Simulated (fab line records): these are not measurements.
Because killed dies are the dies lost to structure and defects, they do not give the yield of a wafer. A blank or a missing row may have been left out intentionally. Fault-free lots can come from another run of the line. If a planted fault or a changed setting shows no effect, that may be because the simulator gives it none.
fab line records ; flow n5-finfet
record lots=15; wafers=39; last-day=17
route steps=1938 shown BEOL_M4@1098 BEOL_M5@1112
lots that met no fault: taken from a fault-free run of the same line
start-h: hours from the record's first day to the start of the lot's first wafer shown ; wait-h: hours elapsed since this lot's preceding step ; " identical to the entry in the row above ; L1.1+2: a row that stands for several wafers ; - no value, or no start given ; * or withheld: withheld ; < > ~ a bound
route shown NAME@n: names a module that has steps shown in the file, with the first one's number in the route ; usual: mean/standard deviation taken from wafers without a fault ; same: alike in all rows ; chamber/n: place in a boat ; sites: per-site readings ; _std_site: standard deviation across them ; _edge_site: outer sites' mean less inner sites' ; radius-mm: for every site, how far away it sits from the centre of the wafer ; mask NAME#n: copy n ; behind: the last tool/chamber to shape the wafer ; hold: cause of the lot's hold/its duration in hours/its outcome ; device: names the non-switching transistor (n, p or np) ; end of line: the tests these same wafers got at the end of their route ; a step given without rows: its recipe and nothing more ; killed: dies that structure and defects cost at the first sort, which is not the same as the wafer's yield ; map: a wafer's dies, marking killed ones x, the rest . and places with no die _
set.NAME: the setting as run; set.NAME@STEP: as run at that earlier step ; model.NAME: the simulator's own value behind a step, which no gauge read
a sample of lots followed through the steps of the route, with each step as a table and each wafer as a row
services: a tool's chamber out of use, with start hour (start-h, from the record's first day; less than 0 if before it), hours out, and reason
## steps
# step N5_BEOL_M4_SPUTTER_94
# recipe material=Cu; target-thk-a=45; temp-c=-20; chamber-pressure-pa=0.07; power-w=withheld; time-s=8.29
# usual chamber-pressure-pa=0.07001/0.00015; throttle-valve-pct=30.1/0.93
lot.wafer;tool;chamber;start-h;wait-h;chamber-pressure-pa;throttle-valve-pct
L690.1;pvd-sputter-01;-;163.46;0.1;0.07024;31.1
L690.2;pvd-sputter-01;-;163.46;0.1;0.06998;30.6
L691.2;pvd-sputter-01;-;166.56;0.1;0.06986;31.8
L691.3;pvd-sputter-01;-;166.56;0.1;0.07026;29.5
L691.6;pvd-sputter-01;-;166.56;0.1;0.07008;31.1
L692.1;pvd-sputter-01;-;170.90;0.1;0.06985;30.6
L692.3;pvd-sputter-01;-;170.90;0.1;0.07022;30.8
L694.1;pvd-sputter-02;-;198.83;0.1;0.06972;29.8
L694.2;pvd-sputter-02;-;198.83;0.1;0.06998;29.3
L694.5;pvd-sputter-02;-;198.83;0.1;0.06994;30.1
L695.1;pvd-sputter-01;-;201.34;0.1;0.06978;30.6
L695.5;pvd-sputter-01;-;201.34;0.1;0.06984;31.0
L695.6;pvd-sputter-01;-;201.34;0.1;0.06994;30.7
L696.1;pvd-sputter-02;-;203.13;0.1;0.06993;30.1
L696.2;pvd-sputter-02;-;203.13;0.1;0.07018;29.3
L696.6;pvd-sputter-02;-;203.13;0.1;0.07;29.2
L702.2;pvd-sputter-02;-;238.92;0.1;0.07019;28.8
L702.4;pvd-sputter-02;-;238.92;0.1;0.07017;29.4
L702.6;pvd-sputter-02;-;238.92;0.1;0.07007;30.5
L705.3;pvd-sputter-01;-;274.22;0.1;0.06996;31.0
L705.4;pvd-sputter-01;-;274.22;0.1;0.06979;31.1
L705.5;pvd-sputter-01;-;274.22;0.1;0.06996;30.3
L706.2;pvd-sputter-01;-;276.06;0.1;0.07001;29.3
L706.5;pvd-sputter-01;-;276.06;0.1;0.06996;31.1
L706.6;pvd-sputter-01;-;276.06;0.1;0.06997;30.7
L709.3;pvd-sputter-03;-;279.01;0.1;0.07025;30.1
L709.4;pvd-sputter-03;-;279.01;0.1;0.06985;29.9
L709.5;pvd-sputter-03;-;279.01;0.1;0.07012;31.7
L708.3;pvd-sputter-02;-;279.09;0.1;0.06999;29.0
L708.4;pvd-sputter-02;-;279.09;0.1;0.0703;29.7
L710.2;pvd-sputter-03;-;298.76;0.1;0.07031;30.1
L710.5;pvd-sputter-03;-;298.76;0.1;0.06999;29.4
L711.4;pvd-sputter-02;-;298.79;0.1;0.0698;29.1
L711.6;pvd-sputter-02;-;298.79;0.1;0.07024;30.3
L712.3;pvd-sputter-02;-;303.38;0.1;0.07;29.1
L712.6;pvd-sputter-02;-;303.38;0.1;0.0702;29.1
L713.1;pvd-sputter-01;-;308.17;0.1;0.06987;31.8
L713.3;pvd-sputter-01;-;308.17;0.1;0.07009;30.8
L713.4;pvd-sputter-01;-;308.17;0.1;0.06982;30.8
# step N5_BEOL_M4_SPUTTER_96
# recipe material=Cu; target-thk-a=45; temp-c=-20; chamber-pressure-pa=0.07; power-w=withheld; time-s=8.29
# usual chamber-pressure-pa=0.07/0.00013; throttle-valve-pct=30.2/0.92
lot.wafer;tool;chamber;start-h;wait-h;chamber-pressure-pa;throttle-valve-pct
L690.1;pvd-sputter-01;-;163.68;0.1;0.07011;31.3
L690.2;pvd-sputter-01;-;163.68;0.1;0.07019;30.5
L691.2;pvd-sputter-01;-;166.78;0.1;0.06994;32.1
L691.3;pvd-sputter-01;-;166.78;0.1;0.06988;29.5
L691.6;pvd-sputter-01;-;166.78;0.1;0.06987;31.0
L692.1;pvd-sputter-01;-;171.12;0.1;0.06987;30.7
L692.3;pvd-sputter-01;-;171.12;0.1;0.06985;31.1
L694.1;pvd-sputter-02;-;199.05;0.1;0.06999;29.3
L694.2;pvd-sputter-02;-;199.05;0.1;0.07003;29.1
L694.5;pvd-sputter-02;-;199.05;0.1;0.07026;30.4
L695.1;pvd-sputter-01;-;201.56;0.1;0.06992;30.7
L695.5;pvd-sputter-01;-;201.56;0.1;0.06972;31.2
L695.6;pvd-sputter-01;-;201.56;0.1;0.06999;30.6
L696.1;pvd-sputter-02;-;203.35;0.1;0.06998;30.3
L696.2;pvd-sputter-02;-;203.35;0.1;0.06993;29.3
L696.6;pvd-sputter-02;-;203.35;0.1;0.07021;28.8
L702.2;pvd-sputter-02;-;239.14;0.1;0.06996;28.9
L702.4;pvd-sputter-02;-;239.14;0.1;0.06988;29.2
L702.6;pvd-sputter-02;-;239.14;0.1;0.06991;30.3
L705.3;pvd-sputter-01;-;274.44;0.1;0.06979;30.5
L705.4;pvd-sputter-01;-;274.44;0.1;0.07008;31.2
L705.5;pvd-sputter-01;-;274.44;0.1;0.0699;30.6
L706.2;pvd-sputter-01;-;276.28;0.1;0.06986;29.4
L706.5;pvd-sputter-01;-;276.28;0.1;0.07022;30.9
L706.6;pvd-sputter-01;-;276.28;0.1;0.06999;30.8
L709.3;pvd-sputter-03;-;279.23;0.1;0.07014;30.2
L709.4;pvd-sputter-03;-;279.23;0.1;0.06998;30.3
L709.5;pvd-sputter-03;-;279.23;0.1;0.07;31.7
L708.3;pvd-sputter-02;-;279.31;0.1;0.06993;28.9
L708.4;pvd-sputter-02;-;279.31;0.1;0.0702;29.3
L710.2;pvd-sputter-03;-;298.98;0.1;0.07002;30.2
L710.5;pvd-sputter-03;-;298.98;0.1;0.07001;29.2
L711.4;pvd-sputter-02;-;299.01;0.1;0.07004;29.3
L711.6;pvd-sputter-02;-;299.01;0.1;0.07009;30.3
L712.3;pvd-sputter-02;-;303.60;0.1;0.0702;29.2
L712.6;pvd-sputter-02;-;303.60;0.1;0.07014;29.2
L713.1;pvd-sputter-01;-;308.39;0.1;0.07009;31.9
L713.3;pvd-sputter-01;-;308.39;0.1;0.07014;30.7
L713.4;pvd-sputter-01;-;308.39;0.1;0.07005;31.1
# step N5_BEOL_M5_ILD_DEP_00
# recipe material=SiCOH_lowk; target-thk-a=1406.4; temp-c=300; precursor=DEMS/porogen; pressure-torr=5; rf-w=500; time-s=25.9
# usual heater-power-w=276/50; showerhead-plenum-p-Torr=5.742/0.016; throttle-valve-pct=14.1/0.54
lot.wafer;tool;chamber;start-h;wait-h;heater-power-w;showerhead-plenum-p-Torr;throttle-valve-pct
L690.1;pecvd-03;2;165.85;0.8;233;5.760;13.0
L690.2;pecvd-03;1;165.85;0.8;387;5.738;14.1
L691.2;pecvd-02;1;168.84;0.7;213;5.732;14.2
L691.3;pecvd-02;2;168.84;0.7;304;5.757;13.6
L691.6;pecvd-02;2;168.84;0.7;310;5.752;14.0
L692.1;pecvd-03;1;173.18;0.8;366;5.755;14.7
L692.3;pecvd-03;2;173.18;0.8;292;5.763;12.8
L694.1;pecvd-02;2;201.14;0.8;264;5.759;13.9
L694.2;pecvd-02;0;201.14;0.8;285;5.716;14.4
L694.5;pecvd-02;0;201.14;0.8;285;5.725;14.4
L695.1;pecvd-01;1;203.69;0.8;231;5.739;14.4
L695.5;pecvd-01;0;203.69;0.8;406;5.751;12.6
L695.6;pecvd-01;1;203.69;0.8;233;5.737;14.2
L696.1;pecvd-02;2;205.44;0.8;315;5.754;14.1
L696.2;pecvd-02;1;205.44;0.8;215;5.749;14.4
L696.6;pecvd-02;0;205.44;0.8;283;5.723;14.5
L702.2;pecvd-03;0;241.22;0.7;318;5.740;14.4
L702.4;pecvd-03;2;241.22;0.7;268;5.755;13.4
L702.6;pecvd-03;0;241.22;0.7;330;5.731;14.4
L705.3;pecvd-03;0;276.51;0.5;328;5.743;14.3
L705.4;pecvd-03;2;276.51;0.5;257;5.761;12.9
L705.5;pecvd-03;1;276.51;0.5;389;5.745;14.1
L706.2;pecvd-02;2;278.37;0.7;313;5.757;13.9
L706.5;pecvd-02;0;278.37;0.7;242;5.729;14.7
L706.6;pecvd-02;2;278.37;0.7;315;5.766;13.9
L709.3;pecvd-02;2;281.33;0.5;314;5.768;13.9
L709.4;pecvd-02;1;281.33;0.5;213;5.738;14.6
L709.5;pecvd-02;2;281.33;0.5;322;5.755;13.9
L708.3;pecvd-02;2;281.42;0.5;291;5.746;13.8
L708.4;pecvd-02;0;281.42;0.5;256;5.723;14.3
L710.2;pecvd-02;2;301.04;0.7;298;5.738;14.0
L710.5;pecvd-02;2;301.04;0.7;300;5.765;14.0
L711.4;pecvd-01;2;301.10;0.4;286;5.745;13.2
L711.6;pecvd-01;0;301.10;0.4;385;5.743;12.7
L712.3;pecvd-02;2;306.70;0.5;305;5.746;13.9
L712.6;pecvd-02;2;306.70;0.5;304;5.765;13.9
L713.1;pecvd-02;1;310.45;0.8;266;5.727;14.6
L713.3;pecvd-02;2;310.45;0.8;295;5.764;14.1
L713.4;pecvd-02;1;310.45;0.8;203;5.755;14.2
# step N5_BEOL_M5_ETCH_61
# recipe chemistry=CF4; target=SiARC; target-depth-a=156; mask-material=CAR-EUV; time-s=26; ion-energy-ev=80; pressure-mtorr=40; source-w=545; bias-w=36; Ar_flow_sccm=100; cf4-flow-sccm=100; ends=cleared
# usual bias-w=36.01/0.11; cf4-flow-sccm=99.99/0.3; drypump-motor-current-A=5.8/0.51; etch-rf-on-time-s=25.9/0.65; oes-product-au=0.68/0.07; rf-vpp-V=184.2/1.1; showerhead-plenum-p-Torr=2.15/0.06; throttle-valve-pct=15.60/0.29
lot.wafer;tool;chamber;start-h;wait-h;bias-w;cf4-flow-sccm;drypump-motor-current-A;etch-rf-on-time-s;oes-product-au;rf-hours-counter-h;rf-vpp-V;showerhead-plenum-p-Torr;throttle-valve-pct
L690.1;rie-diel-04;2;167.85;0.0;36.12;99.90;6.5;25.9;0.64;133;184.3;2.08;15.98
L690.2;rie-diel-04;0;167.85;0.0;35.89;100.02;6.5;25.9;0.60;227;184.4;2.20;15.81
L691.2;rie-diel-01;3;171.16;0.0;36.05;100.01;5.2;24.5;0.75;48;183.9;2.17;15.63
L691.3;rie-diel-01;1;171.16;0.0;35.90;100.01;5.5;25.1;0.74;71;185.4;2.16;15.15
L691.6;rie-diel-01;1;171.16;0.0;35.94;100.06;5.5;25.3;0.74;-;183.8;2.16;15.15
L692.1;rie-diel-01;1;174.68;0.0;35.88;100.11;5.5;25.0;0.74;71;184.2;2.16;15.13
L692.3;rie-diel-01;3;174.68;0.0;36.03;99.90;5.2;24.4;0.75;48;185.1;2.17;15.66
L694.1;rie-diel-05;3;204.42;0.0;-;-;-;-;-;-;-;-;-
L694.2;rie-diel-05;1;204.42;0.0;-;-;-;-;-;-;-;-;-
L694.5;rie-diel-05;1;204.42;0.0;-;-;-;-;-;-;-;-;-
L695.1;rie-diel-01;0;205.06;0.0;-;-;-;-;-;-;-;-;-
L695.5;rie-diel-01;3;205.06;0.0;-;-;-;-;-;-;-;-;-
L695.6;rie-diel-01;2;205.06;0.0;-;-;-;-;-;-;-;-;-
L696.1;rie-diel-05;3;208.35;0.0;-;-;-;-;-;-;-;-;-
L696.2;rie-diel-05;2;208.35;0.0;-;-;-;-;-;-;-;-;-
L696.6;rie-diel-05;3;208.35;0.0;-;-;-;-;-;-;-;-;-
L702.2;rie-diel-05;1;244.86;0.0;36.07;100.17;5.8;26.8;0.62;171;183.0;2.04;15.83
L702.4;rie-diel-05;3;244.86;0.0;36.00;100.25;6.3;25.6;0.68;116;184.2;2.17;16.03
L702.6;rie-diel-05;2;244.86;0.0;35.95;99.68;5.2;25.9;0.62;-;184.4;2.13;15.53
L705.3;rie-diel-04;1;280.63;0.0;35.99;100.42;5.6;26.7;0.63;149;185.5;2.14;15.59
L705.4;rie-diel-04;0;280.63;0.0;35.90;99.72;6.5;26.1;0.81;5;185.1;2.19;15.39
L705.5;rie-diel-04;0;280.63;0.0;36.05;100.08;6.5;26.2;0.82;-;184.5;2.19;15.38
L706.2;rie-diel-05;2;280.97;0.0;35.97;99.52;5.2;25.9;0.62;201;184.6;2.13;15.55
L706.5;rie-diel-05;1;280.97;0.0;35.98;99.90;5.8;27.1;0.60;-;182.8;2.04;15.85
L706.6;rie-diel-05;0;280.97;0.0;36.04;99.38;5.7;26.2;0.64;-;185.6;2.25;15.45
L709.3;rie-diel-01;0;283.87;0.0;36.13;99.73;6.7;26.3;0.69;85;184.9;2.24;15.50
L709.4;rie-diel-01;2;283.87;0.0;36.03;99.85;5.3;26.4;0.74;45;183.0;2.08;15.47
L709.5;rie-diel-01;3;283.87;0.0;35.75;100.26;5.2;24.2;0.71;-;184.6;2.16;15.73
L708.3;rie-diel-05;1;283.88;0.0;36.10;100.37;5.8;27.1;0.60;183;184.9;2.04;15.85
L708.4;rie-diel-05;2;283.88;0.0;36.00;100.16;5.2;25.9;0.61;202;184.3;2.13;15.56
L710.2;rie-diel-04;0;302.43;0.0;36.17;100.18;6.5;26.1;0.80;11;184.6;2.18;15.39
L710.5;rie-diel-04;1;302.43;0.0;35.95;99.75;5.6;26.0;0.63;-;183.9;2.14;15.63
L711.4;rie-diel-01;2;304.24;0.0;36.12;99.37;5.3;26.1;0.73;50;182.9;2.08;15.50
L711.6;rie-diel-01;2;304.24;0.0;36.01;100.08;5.3;26.4;0.73;-;182.7;2.08;15.50
L712.3;rie-diel-05;2;310.05;0.0;35.94;100.02;5.2;25.9;0.61;207;182.6;2.13;15.57
L712.6;rie-diel-05;1;310.05;0.0;35.96;99.44;5.8;27.0;0.60;-;183.3;2.04;15.87
L713.1;rie-diel-04;0;313.32;0.0;35.95;99.97;6.5;26.1;0.79;15;185.1;2.18;15.40
L713.3;rie-diel-04;1;313.32;0.0;36.18;100.13;5.6;26.2;0.63;159;184.1;2.14;15.63
L713.4;rie-diel-04;2;313.32;0.0;36.09;99.73;6.5;26.1;0.61;181;182.4;2.06;16.05
# step N5_BEOL_M5_ETCH_62
# recipe chemistry=N2/H2; target=SOC; target-depth-a=750; overetch-a=150; mask-material=SiARC; temp-c=40; time-s=112.5; ion-energy-ev=200; pressure-mtorr=30; source-w=840; bias-w=150; n2-flow-sccm=200; h2-flow-sccm=200
# usual bias-w=150.0/0.47; chamber-pressure-mTorr=30.003/0.026; drypump-motor-current-A=5.8/0.51; oes-product-au=0.63/0.061; rf-vpp-V=524.1/2.2; showerhead-plenum-p-Torr=2.55/0.08; temp-c=40.03/0.11; throttle-valve-pct=17.87/0.27
lot.wafer;tool;chamber;start-h;wait-h;bias-w;chamber-pressure-mTorr;drypump-motor-current-A;oes-product-au;rf-hours-counter-h;rf-vpp-V;showerhead-plenum-p-Torr;temp-c;throttle-valve-pct
L690.1;rie-diel-04;2;167.88;0.0;150.2;30.022;6.5;0.59;133;520.7;2.45;40.07;18.12
L690.2;rie-diel-04;0;167.88;0.0;150.1;29.968;6.5;0.55;227;525.2;2.63;40.20;18.11
L691.2;rie-diel-01;3;171.19;0.0;150.1;29.991;5.2;0.66;48;524.4;2.58;40.17;17.93
L691.3;rie-diel-01;1;171.19;0.0;149.7;29.954;5.5;0.68;71;524.4;2.59;39.89;17.44
L691.6;rie-diel-01;1;171.19;0.0;149.6;29.996;5.5;0.67;-;524.9;2.59;40.07;17.44
L692.1;rie-diel-01;1;174.71;0.0;150.5;30.017;5.5;0.67;71;524.3;2.59;40.09;17.44
L692.3;rie-diel-01;3;174.71;0.0;149.8;30.002;5.2;0.66;48;525.4;2.58;40.15;17.92
L694.1;rie-diel-05;3;204.45;0.0;150.3;29.997;6.3;0.30;105;525.8;2.55;40.01;18.11
L694.2;rie-diel-05;1;204.45;0.0;150.2;29.972;5.8;0.28;159;522.2;2.43;40.04;18.06
L694.5;rie-diel-05;1;204.45;0.0;150.8;30.045;5.8;0.27;-;521.4;2.43;40.08;18.07
L695.1;rie-diel-01;0;205.09;0.0;149.4;30.012;6.7;0.32;64;527.9;2.71;40.18;17.76
L695.5;rie-diel-01;3;205.09;0.0;150.3;30.059;5.2;0.32;-;524.6;2.57;40.01;17.90
L695.6;rie-diel-01;2;205.09;0.0;149.9;30.047;5.4;0.34;-;521.7;2.48;39.94;17.62
L696.1;rie-diel-05;3;208.38;0.0;149.8;30.013;6.3;0.30;106;525.1;2.55;40.06;18.12
L696.2;rie-diel-05;2;208.38;0.0;149.7;30.035;5.2;0.28;179;523.7;2.54;40.01;17.73
L696.6;rie-diel-05;3;208.38;0.0;150.2;30.020;6.3;0.31;-;525.3;2.55;40.01;18.10
L702.2;rie-diel-05;1;244.88;0.0;149.6;30.017;5.8;0.58;171;522.0;2.43;39.95;18.13
L702.4;rie-diel-05;3;244.88;0.0;149.2;30.013;6.3;0.63;116;524.1;2.54;39.97;18.19
L702.6;rie-diel-05;2;244.88;0.0;150.8;30.012;5.2;0.58;-;522.7;2.53;40.08;17.79
L705.3;rie-diel-04;1;280.66;0.0;150.3;30.048;5.6;0.59;149;523.4;2.56;39.92;18.05
L705.4;rie-diel-04;0;280.66;0.0;149.6;30.010;6.5;0.75;5;525.3;2.62;39.98;17.75
L705.5;rie-diel-04;0;280.66;0.0;149.7;29.986;6.5;0.76;-;526.3;2.62;40.12;17.73
L706.2;rie-diel-05;2;281.00;0.0;149.6;30.019;5.2;0.57;201;523.4;2.53;39.94;17.80
L706.5;rie-diel-05;1;281.00;0.0;150.3;30.012;5.8;0.58;-;520.3;2.42;39.96;18.15
L706.6;rie-diel-05;0;281.00;0.0;150.2;30.017;5.7;0.61;-;527.7;2.66;40.08;17.62
L709.3;rie-diel-01;0;283.90;0.0;150.2;29.991;6.7;0.64;85;527.8;2.70;39.99;17.84
L709.4;rie-diel-01;2;283.90;0.0;149.3;30.049;5.3;0.69;45;521.8;2.47;40.21;17.73
L709.5;rie-diel-01;3;283.90;0.0;149.7;30.002;5.2;0.63;-;523.5;2.56;40.02;17.99
L708.3;rie-diel-05;1;283.91;0.0;149.7;29.952;5.8;0.58;183;522.5;2.42;40.20;18.15
L708.4;rie-diel-05;2;283.91;0.0;149.4;29.962;5.2;0.57;202;524.1;2.53;40.02;17.81
L710.2;rie-diel-04;0;302.46;0.0;150.0;30.008;6.5;0.74;11;525.9;2.62;39.98;17.75
L710.5;rie-diel-04;1;302.46;0.0;150.0;30.034;5.6;0.58;-;523.1;2.55;39.87;18.06
L711.4;rie-diel-01;2;304.27;0.0;150.1;29.999;5.3;0.69;50;523.1;2.47;40.06;17.74
L711.6;rie-diel-01;2;304.27;0.0;149.4;29.964;5.3;0.68;-;522.3;2.47;39.92;17.74
L712.3;rie-diel-05;2;310.08;0.0;149.5;30.046;5.2;0.56;207;523.2;2.53;39.88;17.82
L712.6;rie-diel-05;1;310.08;0.0;149.8;30.018;5.8;0.57;-;520.7;2.42;39.92;18.17
L713.1;rie-diel-04;0;313.35;0.0;149.6;29.983;6.5;0.73;15;524.6;2.62;40.08;17.75
L713.3;rie-diel-04;1;313.35;0.0;150.1;30.006;5.6;0.58;159;523.6;2.55;40.18;18.08
L713.4;rie-diel-04;2;313.35;0.0;150.6;29.981;6.4;0.57;181;520.2;2.43;40.02;18.20
# step N5_BEOL_M5_HM_OPEN_17
# recipe chemistry=Cl2/BCl3; target-depth-a=200; overetch-a=60; target=TiN; mask-material=SOC; ion-energy-ev=150; pressure-mtorr=10; icp-w=1000; bias-w=126; Cl2_flow_sccm=53.25; bcl3-flow-sccm=21.75; Ar_flow_sccm=25
# usual bcl3-flow-sccm=21.76/0.066; drypump-motor-current-A=5.65/0.3; he-backside-leak-sccm=3.44/0.21; oes-product-au=0.62/0.07; throttle-valve-pct=22.24/0.16
lot.wafer;tool;chamber;start-h;wait-h;bcl3-flow-sccm;drypump-motor-current-A;he-backside-leak-sccm;oes-product-au;rf-hours-counter-h;throttle-valve-pct
L690.1;rie-metal-02;1;168.05;0.0;21.74;5.53;3.27;0.54;108;22.03
L690.2;rie-metal-02;0;168.05;0.0;21.69;5.57;3.19;0.69;35;22.15
L691.2;rie-metal-01;1;171.36;0.0;21.68;5.65;3.48;0.52;123;22.64
L691.3;rie-metal-01;1;171.36;0.0;21.75;5.65;3.40;0.52;-;22.64
L691.6;rie-metal-01;1;171.36;0.0;21.67;5.66;3.36;0.52;-;22.64
L692.1;rie-metal-03;0;174.88;0.0;21.84;5.73;3.54;0.64;55;22.10
L692.3;rie-metal-03;1;174.88;0.0;21.75;5.14;3.51;0.66;-;22.17
L694.1;rie-metal-01;1;204.62;0.0;21.71;5.66;3.35;0.23;126;23.30
L694.2;rie-metal-01;0;204.62;0.0;21.76;6.04;3.49;0.26;74;22.86
L694.5;rie-metal-01;1;204.62;0.0;21.77;5.65;3.43;0.23;-;23.30
L695.1;rie-metal-01;0;205.26;0.0;21.80;6.00;3.28;0.26;74;22.86
L695.5;rie-metal-01;1;205.26;0.0;21.82;5.65;3.46;0.23;-;23.31
L695.6;rie-metal-01;0;205.26;0.0;21.74;6.01;3.47;0.27;-;22.85
L696.1;rie-metal-01;0;208.55;0.0;21.62;5.99;4.25;0.26;74;22.85
L696.2;rie-metal-01;1;208.55;0.0;21.75;5.65;3.40;0.23;126;23.30
L696.6;rie-metal-01;1;208.55;0.0;21.81;5.63;3.44;0.22;-;23.31
L702.2;rie-metal-01;0;245.08;0.1;21.71;5.99;3.33;0.60;-;22.21
L702.4;rie-metal-01;0;245.08;0.1;21.70;6.00;3.38;0.59;-;22.22
L702.6;rie-metal-01;0;245.08;0.1;21.80;5.99;3.43;0.59;-;22.21
L705.3;rie-metal-01;0;280.86;0.1;21.65;6.03;3.66;0.58;-;22.24
L705.4;rie-metal-01;1;280.86;0.1;21.85;5.66;3.06;0.77;-;22.27
L705.5;rie-metal-01;1;280.86;0.1;21.79;5.67;3.12;0.78;-;22.28
L706.2;rie-metal-01;1;281.17;0.0;21.88;5.65;3.13;0.79;3;22.25
L706.5;rie-metal-01;1;281.17;0.0;21.77;5.66;3.16;0.79;-;22.24
L706.6;rie-metal-01;0;281.17;0.0;21.78;6.01;3.54;0.59;-;22.22
L709.3;rie-metal-01;1;284.10;0.1;21.69;5.66;3.25;0.78;-;22.27
L709.4;rie-metal-01;0;284.10;0.1;21.71;6.06;3.23;0.58;-;22.22
L709.5;rie-metal-01;1;284.10;0.1;21.75;5.65;3.04;0.78;-;22.27
L708.3;rie-metal-02;0;284.10;0.1;21.87;5.57;3.09;0.65;-;22.20
L708.4;rie-metal-02;1;284.10;0.1;21.73;5.53;3.34;0.52;-;22.05
L710.2;rie-metal-03;1;302.63;0.0;21.86;5.12;3.62;0.62;48;22.21
L710.5;rie-metal-03;0;302.63;0.0;21.86;5.75;3.30;0.62;-;22.16
L711.4;rie-metal-03;0;304.46;0.1;21.77;5.75;3.86;0.62;-;22.13
L711.6;rie-metal-03;0;304.46;0.1;21.67;5.74;3.74;0.62;-;22.15
L712.3;rie-metal-03;1;310.28;0.1;21.72;5.13;3.59;0.63;-;22.21
L712.6;rie-metal-03;1;310.28;0.1;21.69;5.11;3.66;0.62;-;22.22
L713.1;rie-metal-02;0;313.52;0.0;21.82;5.58;3.24;0.65;49;22.17
L713.3;rie-metal-02;0;313.52;0.0;21.81;5.58;3.17;0.65;-;22.20
L713.4;rie-metal-02;0;313.52;0.0;21.77;5.58;3.27;0.65;-;22.19
# step N5_BEOL_M5_CD_MEAS_18
# recipe pitch-nm=56; target-cd-nm=28
# usual cd-nm=27.8/0.32
lot.wafer;tool;chamber;start-h;wait-h;cd-nm
L690.1;cd-sem-02;-;168.24;0.0;28.1
L690.2;cd-sem-02;-;168.24;0.0;27.9
L691.2;cd-sem-02;-;171.54;0.1;28.1
L691.3;cd-sem-02;-;171.54;0.1;28.1
L691.6;cd-sem-02;-;171.54;0.1;27.5
L692.1;cd-sem-03;-;175.20;0.0;27.5
L692.3;cd-sem-03;-;175.20;0.0;27.6
L694.1;cd-sem-02;-;204.84;0.0;-
L694.2;cd-sem-02;-;204.84;0.0;-
L694.5;cd-sem-02;-;204.84;0.0;-
L695.1;cd-sem-02;-;205.44;0.0;-
L695.5;cd-sem-02;-;205.44;0.0;-
L695.6;cd-sem-02;-;205.44;0.0;-
L696.1;cd-sem-01;-;208.73;0.0;-
L696.2;cd-sem-01;-;208.73;0.0;-
L696.6;cd-sem-01;-;208.73;0.0;-
L702.2;cd-sem-03;-;245.32;0.1;27.9
L702.4;cd-sem-03;-;245.32;0.1;28.3
L702.6;cd-sem-03;-;245.32;0.1;28.0
L705.3;cd-sem-02;-;281.22;0.1;27.5
L705.4;cd-sem-02;-;281.22;0.1;28.1
L705.5;cd-sem-02;-;281.22;0.1;28.3
L706.2;cd-sem-03;-;281.39;0.1;28.0
L706.5;cd-sem-03;-;281.39;0.1;27.8
L706.6;cd-sem-03;-;281.39;0.1;27.8
L709.3;cd-sem-01;-;284.30;0.1;27.7
L709.4;cd-sem-01;-;284.30;0.1;27.8
L709.5;cd-sem-01;-;284.30;0.1;28.1
L708.3;cd-sem-02;-;284.34;0.1;28.5
L708.4;cd-sem-02;-;284.34;0.1;27.8
L710.2;cd-sem-02;-;302.81;0.1;27.6
L710.5;cd-sem-02;-;302.81;0.1;27.7
L711.4;cd-sem-03;-;304.71;0.1;28.3
L711.6;cd-sem-03;-;304.71;0.1;27.9
L712.3;cd-sem-02;-;310.45;0.1;27.3
L712.6;cd-sem-02;-;310.45;0.1;27.7
L713.1;cd-sem-03;-;313.79;0.0;27.9
L713.3;cd-sem-03;-;313.79;0.0;28.4
L713.4;cd-sem-03;-;313.79;0.0;28.3
## services
tool;chamber;start-h;hours;kind
rie-metal-03;1;155.58;8.0;repair
pecvd-01;-;158.67;0.7;repair
pvd-sputter-03;-;169.46;17.4;repair
rie-metal-01;1;186.18;2.5;repair
pecvd-03;-;194.16;6.6;repair
rie-diel-04;3;202.30;-;clean
rie-diel-04;3;202.30;-;consumable-replace:focus-ring
rie-diel-04;3;202.30;28.8;scheduled-down
rie-diel-04;3;202.30;28.8;vent-cycle
rie-diel-01;-;206.39;0.5;repair
rie-metal-01;1;228.29;-;clean
rie-metal-01;1;228.29;16.9;scheduled-down
rie-metal-01;1;228.29;16.9;vent-cycle
rie-diel-04;0;239.05;-;clean
rie-diel-04;0;239.05;-;consumable-replace:focus-ring
rie-diel-04;0;239.05;24.7;scheduled-down
rie-metal-03;-;239.70;0.5;repair
rie-metal-01;-;255.61;1.0;repair
pecvd-03;-;257.52;0.3;repair
pvd-sputter-01;-;265.60;4.9;repair
rie-diel-01;1;286.80;6.7;repair
rie-diel-05;0;300.39;21.1;repair
rie-diel-05;2;303.66;4.9;repair
pvd-sputter-02;-;306.05;1.9;repair
## key
first-sign step=N5_BEOL_M5_ETCH_61; reading=tool-record; direction=missing
effect step=N5_BEOL_M5_ETCH_62; reading=oes-product-au; direction=down; sigmas=5.5; usual=0.63; struck=0.30
effect step=N5_BEOL_M5_HM_OPEN_17; reading=oes-product-au; direction=down; sigmas=5.3; usual=0.62; struck=0.24
effect step=N5_BEOL_M5_CD_MEAS_18; reading=cd-nm; direction=missing
met-at N5_BEOL_M5_ETCH_61
struck-lots L694,L695,L696
later-rows-left-out L694.1,L694.2,L694.5,L695.1,L695.5,L695.6,L696.1,L696.2,L696.6
sort-left-out L694.1,L694.2,L694.5,L695.1,L695.5,L695.6,L696.1,L696.2,L696.6
not-acting-at N5_BEOL_M4_SPUTTER_94,N5_BEOL_M4_SPUTTER_96,N5_BEOL_M5_ILD_DEP_00
onset-between 174.68 204.42
fault kind=skipped-step-whole; tool=rie-diel-01,rie-diel-05; chamber=-; onset-h=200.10; steps=N5_BEOL_M5_ETCH_61; scope=struck-lots-only
# sort-left-out: the simulated sort isn't trusted on such a fault, so these wafers' sort isn't shown, and their yield isn't known
# later-rows-left-out: the simulator's readings of these wafers behind a module that went badly wrong aren't trusted and aren't shown, but for the sort
